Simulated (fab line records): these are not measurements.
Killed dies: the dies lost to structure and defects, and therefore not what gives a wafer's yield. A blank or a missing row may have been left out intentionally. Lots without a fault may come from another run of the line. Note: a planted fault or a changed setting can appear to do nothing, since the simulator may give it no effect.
fab line records	flow n5Finfet
record: lots: 6	wafers: 18	lastDay: 16
route steps=1938 shown HKMG_FIN@390 BEOL_M4@1111 PASSIVATION@1936
lots that met no fault: from a run of the same line without faults
startH: hours from the record's first day to the start of the lot's first wafer shown	waitH: hours from the lot's prior step to this one	" unchanged from the row above	L1.1+2: one row covering several wafers at once	- either no value or no given start	* or withheld: withheld	< > ~ a bound
route shown NAME@n: names a module that has steps shown in the file, with the first one's number in the route	usual: mean/standard deviation taken from wafers without a fault	same: alike in all rows	chamber/n: place in a boat	sites: per-site readings	_std_site: the standard deviation of these	_edge_site: inner sites' mean taken away from outer sites' mean	radiusMm: how far each site lies from the wafer's centre	mask NAME#n: copy n	behind: the tool/chamber that last shaped the wafer	hold: the reason the lot was held/the length of the hold in hours/how it ended	device: which transistor (n, p or np) failed to switch	end of line: the route-end tests of the same wafers	step lacking rows: just its recipe	killed: not the wafer's yield, but the dies lost to structure and defects at the first sort	map: a wafer's dies, x killed, . not, _ none there
set.NAME: the setting the step ran with; set.NAME@STEP: the setting that earlier step ran with	model.NAME: the simulator's own value behind a step, which no gauge read
certain route steps with their lots: each step a table, each wafer a row
services: from which hour (startH, from the record's first day; less than 0 if before it) a tool's chamber was out of use, for how many hours, and why
== steps ==
step: N5_HKMG_FIN_COAT_41
recipe: resist: SOC	tempC: 250	timeS: 60	spinRpm: 1500	resistThkNm: 300
step: N5_HKMG_FIN_COAT_42
recipe: resist: SiARC	tempC: 220	timeS: 60	spinRpm: 1500	resistThkNm: 35
step: N5_HKMG_FIN_COAT_43
recipe: resist: CAR-ArF	spinRpm: 1500	resistThkNm: 90
step: N5_HKMG_FIN_EBR_45
recipe: solvent: PGMEA	ebrWidthMm: 1.5
step: N5_HKMG_FIN_SOFTBAKE_44
recipe: tempC: 110	timeS: 60	resist: CAR-ArF
step: N5_HKMG_FIN_EXPOSE_46
recipe: maskId: NDIPOLE	na: 1.35	sourceShape: conventional	sigmaOuter: 0.8	polarization: unpolarized	doseMj: 40
step: N5_HKMG_FIN_PEB_47
recipe: pebTempC: withheld	pebTimeS: 60	resist: CAR-ArF
step: N5_HKMG_FIN_DEVELOP_48
recipe: developTimeS: 30	developer: TMAH	resist: CAR-ArF	rinseLiquid: diw	dry: airSpin	devTempC: 23
step: N5_HKMG_FIN_CD_MEAS_49
recipe: targetCdNm: 202	landingEnergyEv: 500	detector: seInlens	polarity: opening
usual: cdNm: 202.2/0.56
lot.wafer	tool	chamber	startH	waitH	cdNm
L516.2	cdSem-01	0	71.51	-	201.2
L516.3	"	0	"	"	202.0
L516.6	"	0	"	"	201.3
L520.2	cdSem-02	0	95.62	-	202.1
L520.4	"	0	"	"	203.1
L520.5	"	0	"	"	203.0
L527.1	cdSem-03	0	138.82	-	203.0
L527.2	"	0	"	"	202.6
L527.4	"	0	"	"	202.8
L528.3	cdSem-02	0	142.64	-	202.1
L528.4	"	0	"	"	202.0
L528.5	"	0	"	"	202.5
L529.2	cdSem-01	0	150.52	-	201.2
L529.5	"	0	"	"	202.8
L529.6	"	0	"	"	201.4
L536.2	cdSem-02	0	190.42	-	202.3
L536.4	"	0	"	"	201.4
L536.6	"	0	"	"	202.1
step: N5_HKMG_FIN_OVL_MEAS_50
recipe: pointsPerWafer: 44
usual: NDIPOLE_OVL: -0.1/0.75
lot.wafer	tool	chamber	startH	waitH	NDIPOLE_OVL[nm]
L516.2	overlay-02	0	71.54	0.0	1.2
L516.3	"	0	"	"	-0.6
L516.6	"	0	"	"	0.6
L520.2	overlay-01	0	95.65	0.0	0.1
L520.4	"	0	"	"	0.8
L520.5	"	0	"	"	-0.2
L527.1	overlay-02	0	138.85	0.0	0.6
L527.2	"	0	"	"	0.2
L527.4	"	0	"	"	-0.1
L528.3	overlay-01	0	142.67	0.0	-1.4
L528.4	"	0	"	"	-0.8
L528.5	"	0	"	"	-0.5
L529.2	overlay-02	0	150.54	0.0	0.0
L529.5	"	0	"	"	0.5
L529.6	"	0	"	"	-0.1
L536.2	overlay-01	0	190.45	0.0	-1.0
L536.4	"	0	"	"	-1.0
L536.6	"	0	"	"	-1.0
step: N5_HKMG_FIN_INSPECT_61
recipe: mode: adi	inspectInstrument: macro
usual: rawDefectCount: 1.9/1.3
lot.wafer	tool	chamber	startH	waitH	rawDefectCount
L516.2	defectInspect-02	-	71.56	0.0	1
L516.3	"	-	"	"	0
L516.6	"	-	"	"	2
L520.2	defectInspect-01	-	95.67	0.0	0
L520.4	"	-	"	"	0
L520.5	"	-	"	"	0
L527.1	defectInspect-02	-	138.88	0.0	3
L527.2	"	-	"	"	2
L527.4	"	-	"	"	2
L528.3	defectInspect-02	-	142.69	0.0	2
L528.4	"	-	"	"	2
L528.5	"	-	"	"	1
L529.2	defectInspect-02	-	150.57	0.0	2
L529.5	"	-	"	"	2
L529.6	"	-	"	"	1
L536.2	defectInspect-01	-	190.47	0.0	2
L536.4	"	-	"	"	1
L536.6	"	-	"	"	3
step: N5_HKMG_FIN_DESCUM_53
recipe: chemistry: O2	timeS: 7.9	sourcePowerW: 50	biasPowerW: 20	pressureMtorr: 20	rfFrequencyHz: 2.712e+07	tempC: 40	resist: CAR-ArF	o2FlowSccm: 225
usual: drypumpMotorCurrentA: 5.8/0.44	oesProductAu: 0.78/0.079	rfVppV: 243.0/1.2	showerheadPlenumPTorr: 2.08/0.057	throttleValvePct: 20.40/0.28
lot.wafer	tool	chamber	startH	waitH	drypumpMotorCurrentA	oesProductAu	rfHoursCounterH	rfVppV	showerheadPlenumPTorr	throttleValvePct
L516.2	rieDiel-03	1	71.59	0.0	5.9	0.71	206	242.4	2.07	20.60
L516.3	"	2	"	"	6.0	0.80	88	245.4	2.11	20.17
L516.6	"	0	"	"	6.1	0.97	-	242.8	2.06	20.13
L520.2	rieDiel-04	3	95.77	0.1	6.2	0.84	66	242.0	2.03	19.99
L520.4	"	2	"	"	4.9	0.74	164	241.0	2.01	20.13
L520.5	"	2	"	"	5.0	0.74	-	239.8	2.01	20.16
L527.1	rieDiel-04	1	139.03	0.2	5.6	0.69	225	243.7	2.16	20.49
L527.2	"	0	"	"	5.7	0.83	75	243.0	2.04	20.73
L527.4	"	3	"	"	6.2	0.80	85	242.0	2.02	20.02
L528.3	rieDiel-04	1	142.92	0.2	5.6	0.69	227	243.4	2.16	20.50
L528.4	"	0	"	"	5.7	0.84	77	242.3	2.04	20.74
L528.5	"	0	"	"	5.7	0.84	-	241.5	2.04	20.73
L529.2	rieDiel-01	1	150.60	0.0	6.0	0.87	69	244.8	2.12	20.42
L529.5	"	1	"	"	6.0	0.87	-	244.2	2.12	20.43
L529.6	"	2	"	"	6.4	0.78	-	244.2	2.10	20.87
L536.2	rieDiel-01	1	190.51	0.0	6.0	0.84	88	243.2	2.11	20.46
L536.4	"	0	"	"	5.7	0.74	-	243.6	2.08	20.14
L536.6	"	1	"	"	6.0	0.84	-	243.5	2.11	20.46
step: N5_HKMG_FIN_ETCH_54
recipe: chemistry: CF4	target: SiARC	targetDepthA: 455	maskMaterial: CAR-ArF	timeS: 75.8	ionEnergyEv: 80	pressureMtorr: 40	sourceW: 545	biasW: 36	Ar_flow_sccm: 100	cf4FlowSccm: 100	ends: cleared
usual: drypumpMotorCurrentA: 5.8/0.44	etchRfOnTimeS: 75.5/1.2	oesProductAu: 0.67/0.066	rfFwdPowerW: 539.4/2.5	rfVppV: 183.9/1.1	showerheadPlenumPTorr: 2.13/0.056	throttleValvePct: 15.59/0.25
lot.wafer	tool	chamber	startH	waitH	drypumpMotorCurrentA	etchRfOnTimeS	oesProductAu	rfFwdPowerW	rfHoursCounterH	rfVppV	showerheadPlenumPTorr	throttleValvePct
L516.2	rieDiel-03	1	71.63	0.0	5.8	75.5	0.61	540.3	206	183.1	2.12	15.86
L516.3	"	2	"	"	6.0	75.6	0.68	539.1	88	183.7	2.17	15.42
L516.6	"	0	"	"	6.1	73.7	0.84	539.5	-	182.9	2.10	15.25
L520.2	rieDiel-04	3	95.81	0.0	6.2	74.6	0.71	535.3	66	183.2	2.08	15.21
L520.4	"	2	"	"	4.9	76.8	0.63	531.9	164	184.0	2.06	15.36
L520.5	"	2	"	"	4.9	77.1	0.63	535.7	-	183.1	2.06	15.35
L527.1	rieDiel-04	1	139.07	0.0	5.6	50.4	0.76	867.1	225	156.8	2.20	15.69
L527.2	"	0	"	"	5.7	74.4	0.71	538.9	75	183.9	2.08	15.77
L527.4	"	3	"	"	6.2	74.4	0.70	537.2	85	182.7	2.07	15.25
L528.3	rieDiel-04	1	142.96	0.0	5.6	49.5	0.76	868.2	227	157.2	2.20	15.69
L528.4	"	0	"	"	5.7	74.6	0.71	539.8	77	182.1	2.08	15.76
L528.5	"	0	"	"	5.7	74.8	0.72	540.3	-	182.8	2.08	15.76
L529.2	rieDiel-01	1	150.65	0.0	6.0	75.3	0.74	539.1	69	183.9	2.17	15.61
L529.5	"	1	"	"	6.0	75.7	0.73	538.8	-	184.5	2.17	15.60
L529.6	"	2	"	"	6.4	74.1	0.66	541.8	-	185.4	2.15	16.03
L536.2	rieDiel-01	1	190.54	0.0	6.0	75.0	0.72	539.9	88	183.8	2.17	15.61
L536.4	"	0	"	"	5.7	75.1	0.63	538.2	-	183.4	2.14	15.46
L536.6	"	1	"	"	6.0	75.8	0.72	542.8	-	185.6	2.17	15.64
step: N5_HKMG_FIN_ETCH_55
recipe: chemistry: N2/H2	target: SOC	targetDepthA: 2400	tempC: 40	timeS: 300	ionEnergyEv: 200	maskMaterial: SiARC	pressureMtorr: 30	sourceW: 840	biasW: 150	n2FlowSccm: 200	h2FlowSccm: 200
usual: drypumpMotorCurrentA: 5.8/0.45	oesProductAu: 0.78/0.078	rfFwdPowerW: 837.9/2.6	rfVppV: 523.4/2.2	showerheadPlenumPTorr: 2.53/0.07	throttleValvePct: 17.80/0.28
lot.wafer	tool	chamber	startH	waitH	drypumpMotorCurrentA	oesProductAu	rfFwdPowerW	rfHoursCounterH	rfVppV	showerheadPlenumPTorr	throttleValvePct
L516.2	rieDiel-03	1	71.68	0.0	5.8	0.71	838.2	207	523.3	2.51	18.00
L516.3	"	2	"	"	6.0	0.79	833.1	88	524.6	2.56	17.47
L516.6	"	0	"	"	6.1	0.97	840.8	-	523.2	2.50	17.54
L520.2	rieDiel-04	3	95.86	0.0	6.2	0.83	839.3	67	520.6	2.47	17.35
L520.4	"	2	"	"	5.0	0.73	837.5	164	521.2	2.44	17.54
L520.5	"	2	"	"	5.0	0.74	840.4	-	519.1	2.44	17.55
L527.1	rieDiel-04	1	139.12	0.0	5.6	0.69	837.8	225	527.3	2.62	17.92
L527.2	"	0	"	"	5.7	0.84	838.0	75	521.4	2.47	18.08
L527.4	"	3	"	"	6.2	0.81	833.9	85	521.1	2.47	17.41
L528.3	rieDiel-04	1	143.01	0.0	5.6	0.69	841.8	227	524.8	2.62	17.91
L528.4	"	0	"	"	5.7	0.84	842.0	77	521.2	2.47	18.08
L528.5	"	0	"	"	5.7	0.84	837.2	-	522.3	2.47	18.07
L529.2	rieDiel-01	1	150.74	0.1	6.0	0.86	840.8	69	525.5	2.57	17.87
L529.5	"	1	"	"	6.0	0.87	837.6	-	523.5	2.57	17.87
L529.6	"	2	"	"	6.4	0.79	837.2	-	525.2	2.54	18.21
L536.2	rieDiel-01	1	190.60	0.0	6.0	0.83	840.2	88	523.8	2.56	17.91
L536.4	"	0	"	"	5.7	0.74	837.6	-	525.7	2.53	17.54
L536.6	"	1	"	"	6.0	0.83	838.6	-	524.2	2.56	17.91
step: N5_BEOL_M4_RC_MEAS_101
usual: DIBL_N: 35.7/1.3	DIBL_P: 36.0/1.6	IOFF_N: 0.154/0.025	IOFF_P: 0.21/0.034	ION_N: 675/9.7	ION_P: 465/7.4	SS_N: 71.3/0.55	SS_P: 73.1/0.52	VT_N: 250/3	VT_P: -249/3.6
lot.wafer	tool	chamber	startH	waitH	DIBL_N[mV/V]	DIBL_P[mV/V]	IOFF_N[nA/um]	IOFF_P[nA/um]	ION_N[uA/um]	ION_P[uA/um]	SS_N[mV/dec]	SS_P[mV/dec]	VT_N[mV]	VT_P[mV]
L516.2	prober-01	0	167.72	0.2	35.3	36.6	0.142	0.20	670	459	71.5	72.6	250	-247
L516.3	"	0	"	"	36.9	39.1	0.190	0.26	699	477	71.5	73.8	244	-247
L516.6	"	0	"	"	36.2	37.3	0.165	0.22	681	468	71.9	73.1	249	-251
L520.2	prober-02	0	182.96	0.2	35.7	36.6	0.155	0.22	683	469	71.1	72.9	251	-248
L520.4	"	0	"	"	36.7	38.0	0.168	0.26	688	478	71.7	73.5	251	-245
L520.5	"	0	"	"	36.5	37.0	0.163	0.24	687	470	71.5	73.6	251	-248
L528.3	prober-01	0	236.68	0.3	38.0	36.2	0.174	0.19	671	450	71.3	73.8	250	-255
L528.4	"	0	"	"	35.4	34.7	0.129	0.17	670	462	70.2	72.9	254	-253
L528.5	"	0	"	"	35.9	34.7	0.136	0.17	671	459	70.4	73.5	251	-254
L527.1	prober-02	0	238.62	0.0	34.8	35.6	0.151	0.21	667	463	71.7	72.6	254	-248
L527.2	"	0	"	"	34.1	34.2	0.140	0.19	673	465	71.7	72.9	251	-250
L527.4	"	0	"	"	34.5	35.0	0.143	0.20	668	463	71.6	72.8	250	-250
L529.2	prober-01	0	240.64	0.3	33.1	34.2	0.116	0.18	664	462	71.5	73.3	253	-253
L529.5	"	0	"	"	32.4	33.6	0.109	0.17	670	461	70.8	72.7	254	-250
L529.6	"	0	"	"	34.6	36.4	0.137	0.21	677	468	71.0	73.3	251	-249
L536.2	prober-02	0	295.08	0.2	35.6	35.3	0.163	0.22	692	469	71.6	73.0	246	-246
L536.4	"	0	"	"	34.8	34.3	0.151	0.21	667	460	71.0	72.2	248	-250
L536.6	"	0	"	"	34.4	33.5	0.129	0.19	676	468	70.6	72.0	252	-250
step: N5_PASSIVATION_PROBE_49
usual: defectLimitedYield: 91.6/1.4	killed_at_M0_to_M3: 35/10	killed_at_M4_up: 13/5.3	killedAtContacts: 12/5.9	killedAtFrontEnd: 36/9.9	killedAtOther: 3.2/3	killedDies: 99/16	killedOpen: 66/12	killedShort: 32/7.7	sort_bin_5_function: 4.9/0.91	sort_bin_6_memory: 3.2/0.65	sortNPass: 1081/16	sortYieldPct: 91.6/1.4
same: grossDies: 1180	killedAtBackSide: 0	sort_bin_4_leakage[%]: 0	sort_bin_8_speed[%]: 0
lot.wafer	tool	chamber	startH	waitH	defectLimitedYield[%]	killed_at_M0_to_M3	killed_at_M4_up	killedAtContacts	killedAtFrontEnd	killedAtOther	killedDies	killedOpen	killedShort	sort_bin_5_function[%]	sort_bin_6_memory[%]	sortNPass	sortYieldPct[%]
L516.2	prober-02	-	282.96	0.1	90.3	35	22	9	39	10	115	79	36	5.8	3.7	1065	90.3
L516.3	prober-02	-	283.01	0.1	92.4	21	10	21	28	10	90	58	31	4.2	3.3	1090	92.4
L516.6	prober-02	-	283.16	0.3	93.3	26	12	11	29	1	79	49	29	4.1	2.4	1101	93.3
L527.1	prober-02	-	346.63	0.0	90.3	46	14	3	49	2	114	77	35	5.9	3.5	1066	90.3
L527.2	prober-02	-	346.68	0.1	90.4	55	21	2	33	2	113	66	47	5.9	3.5	1067	90.4
L527.4	prober-02	-	346.78	0.2	89.7	62	12	4	42	1	121	75	44	6.0	3.8	1059	89.7
L529.2	prober-02	-	353.04	0.1	92.1	32	19	11	30	1	93	60	30	4.4	3.3	1087	92.1
L529.5	prober-02	-	353.19	0.2	89.6	50	26	19	28	0	123	76	47	6.2	3.6	1057	89.6
L529.6	prober-02	-	353.24	0.3	91.6	29	21	16	32	1	99	69	29	4.3	3.6	1081	91.6
killed by level:class
L516.2 BEOL_M2:geometricParticle:open=11 BEOL_M4:geometricParticle:open=9 BEOL_M0_SAQP:geometricParticle:short=8 FIN_SAQP:geometricParticle:open=7 FIN_SAQP:geometricParticle:short=7 STI_FIN_REVEAL:geometricParticle:open=7 GATE_CUT:geometricParticle:short=6 MOL_CONTACT_COAG:geometricParticle:open=6
L516.3 MOL_CONTACT_COAG:geometricParticle:open=17 BEOL_M2:geometricParticle:open=8 FIN_SAQP:geometricParticle:short=7 MIM_BOT:geometricParticle:open=7 STARTING-WAFER:geometricParticle:short=6 ILD0:geometricParticle:open=4 MOL_CONTACT_COAG:geometricParticle:short=4 BEOL_M3:geometricParticle:open=4
L516.6 MOL_CONTACT_COAG:geometricParticle:open=9 FIN_SAQP:geometricParticle:short=8 STI_FIN_REVEAL:geometricParticle:open=6 BEOL_M0_SAQP:geometricParticle:open=6 BEOL_M2:geometricParticle:open=5 STI_FIN_REVEAL:geometricParticle:short=4 BEOL_M1:geometricParticle:open=4 STARTING-WAFER:geometricParticle:short=4
L527.1 STI_FIN_REVEAL:geometricParticle:open=14 BEOL_M4:geometricParticle:open=11 BEOL_M0_SAQP:geometricParticle:short=10 BEOL_M0_SAQP:geometricParticle:open=9 BEOL_M2:geometricParticle:open=9 BEOL_M3:geometricParticle:open=8 DUMMY_GATE:geometricParticle:open=6 BEOL_M1:geometricParticle:open=6
L527.2 BEOL_M0_SAQP:geometricParticle:short=22 BEOL_M0_SAQP:geometricParticle:open=13 BEOL_M3:geometricParticle:open=7 BEOL_M4:geometricParticle:open=7 FIN_SAQP:geometricParticle:open=6 BEOL_M5:geometricParticle:open=5 GATE_CUT:geometricParticle:short=5 BEOL_M4:geometricParticle:short=5
L527.4 BEOL_M0_SAQP:geometricParticle:short=18 FIN_SAQP:geometricParticle:open=10 STI_FIN_REVEAL:geometricParticle:open=10 BEOL_M0_SAQP:geometricParticle:open=9 FIN_SAQP:geometricParticle:short=8 BEOL_M3:geometricParticle:open=8 BEOL_M1:geometricParticle:open=7 BEOL_M2:geometricParticle:open=7
L529.2 BEOL_M3:geometricParticle:open=11 MOL_CONTACT_COAG:geometricParticle:open=9 FIN_SAQP:geometricParticle:short=6 BEOL_M0_SAQP:geometricParticle:open=6 BEOL_M0_SAQP:geometricParticle:short=6 FIN_SAQP:geometricParticle:open=5 BEOL_M2:geometricParticle:open=5 BEOL_M4:geometricParticle:open=5
L529.5 BEOL_M3:geometricParticle:open=16 MOL_CONTACT_COAG:geometricParticle:open=15 BEOL_M0_SAQP:geometricParticle:short=10 BEOL_M4:geometricParticle:open=9 BEOL_M0_SAQP:geometricParticle:open=7 BEOL_M4:geometricParticle:short=7 STARTING-WAFER:geometricParticle:short=6 FIN_SAQP:geometricParticle:open=5
L529.6 MOL_CONTACT_COAG:geometricParticle:open=15 BEOL_M4:geometricParticle:open=10 BEOL_M0_SAQP:geometricParticle:open=9 STI_FIN_REVEAL:geometricParticle:open=8 BEOL_M2:geometricParticle:open=8 BEOL_M0_SAQP:geometricParticle:short=6 DUMMY_GATE:geometricParticle:open=5 BEOL_M4:geometricParticle:short=5
== services ==
tool	chamber	startH	hours	kind
rieDiel-01	3	104.27	-	clean
rieDiel-01	3	104.27	-	consumableReplace:focusRing
rieDiel-01	3	104.27	-	consumableReplace:showerhead
rieDiel-01	3	104.27	16.1	scheduledDown
rieDiel-01	3	104.27	16.1	ventCycle
rieDiel-03	-	109.52	28.1	pm
rieDiel-01	0	143.31	8.5	repair
rieDiel-01	3	144.31	29.9	repair
rieDiel-03	2	156.59	4.1	repair
rieDiel-01	3	179.40	9.7	repair
rieDiel-01	3	189.25	4.4	repair
== key ==
firstSign: step: N5_HKMG_FIN_ETCH_54	reading: rfFwdPowerW	direction: up	sigmas: 99+	usual: *	struck: *
effect: step: N5_HKMG_FIN_ETCH_54	reading: rfVppV	direction: down	sigmas: 26	usual: 183.9	struck: 157.0
metAt N5_HKMG_FIN_ETCH_54
struckWafers L527.1,L528.3
fault: kind: processParameterDrift	tool: rieDiel-04	chamber: 1	onsetH: 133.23	steps: N5_HKMG_FIN_ETCH_54	channel: sourceW	offset: 327	shape: step	endH: 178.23	actsIn: theseRecipesOnly	stated: 545
